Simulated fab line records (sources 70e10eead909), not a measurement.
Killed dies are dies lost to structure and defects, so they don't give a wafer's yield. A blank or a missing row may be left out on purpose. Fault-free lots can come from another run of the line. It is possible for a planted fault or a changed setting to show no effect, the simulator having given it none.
Problem report, 8D (eight disciplines) form, completed by code -- flow nand_harc -- the parts of the form that need people (team, actions taken, sign-off) are left out

## 1. THE ISSUE
Wafers without a fault read 0.963 a.u., standard deviation 0.017; oes_product_au at NHARC_A_STAIRCASE_ETCH_169 reads a mean of 0.859 a.u. on 2 wafers belonging to 2 lots. That puts it -6.1 standard deviations away from the usual mean.
The step: etches the open film in CH3F/O2, target depth 50 nm, time 107.1 s.
First seen on wafer L282.5, day 17 23:14, on rie_diel-13. At this step, 36 wafers from 12 lots have a number in the record. By rule, "out" or "out of limits" means more than 4 standard deviations away from the usual mean. The rest of the wafers with a number are treated as sound.

## 2. WHAT IT IS, AND WHAT IT ISN'T
question,is,is not
which readings at this step,oes_product_au,"drypump_motor_current_A, rf_vpp_V, showerhead_plenum_p_Torr, throttle_valve_pct"
which lots,"L282, L285","L277, L283, L284, L291, L293, L294, L295, L297, L299, L300"
which wafers of those lots,"L282.5, L285.5","L282.1, L282.3, L285.1, L285.4"
read on which tools,rie_diel-13,"rie_diel-02, rie_diel-04"
when,from day 17 23:14,"up to then (5 sound wafers); but 29 sound wafers of L283, L284, L285, L291, L293, L294, L295, L297, L299, L300 came after"

## 3. SUSPECTS, AND WHAT RULES EACH OUT
Counting: a tool at a process step up to the reading stays a suspect if it ran every lot that is out. Sound lots after the first of them don't rule it out here, since some wafers of a struck lot are sound.
- ald_hk-02 at NHARC_A_CHANNEL_FILL_D2_ALD_16 (deposits SiO2, target thk 1.5 nm, pulse time 10 s, ald cycles 15): kept. It processed each lot that is out (first: L282, day 16 10:19); up to then, its last sound lot is L283 (day 16 10:06).
- rie_diel-13 at NHARC_A_STAIRCASE_ETCH_169 (etches the open film in CH3F/O2, target depth 50 nm, time 107.1 s): kept. It ran every lot that is out, first L282 (day 17 23:14). Its own oes_product_au readings are out on those wafers.
Remaining after the count are ald_hk-02 at NHARC_A_CHANNEL_FILL_D2_ALD_16 and rie_diel-13 at NHARC_A_STAIRCASE_ETCH_169.

## 4. THE CAUSE (what the simulator had put in)
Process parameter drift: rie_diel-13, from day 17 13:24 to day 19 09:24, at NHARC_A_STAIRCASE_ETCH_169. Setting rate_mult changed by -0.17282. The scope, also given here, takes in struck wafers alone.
2 suspects survive the count, and this tool is in that group.

## 5. THE EFFECT CHAIN, in route order
Each row: a reading where the mean over the struck wafers with a number is more than 3 standard deviations away from the usual. Only readings whose record carries a usual standard deviation are examined. hours: median over the lots of the time between each lot's start at the first step of this table that gives one and its start at this step. sigmas: the change, counted in usual standard deviations.
hours,step,reading,usual,on struck wafers,change,sigmas
0,NHARC_A_STAIRCASE_ETCH_169,oes_product_au,0.963 a.u.,0.859,-0.104,-6.1
Process steps it contains:
- NHARC_A_STAIRCASE_ETCH_169: etches the open film in CH3F/O2, target depth 50 nm, time 107.1 s.

## 6. HOW IT WOULD HAVE BEEN CAUGHT EARLIER
The fault began at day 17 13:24; the first out-of-limits reading in this record came at day 17 23:14, 10 hours later.
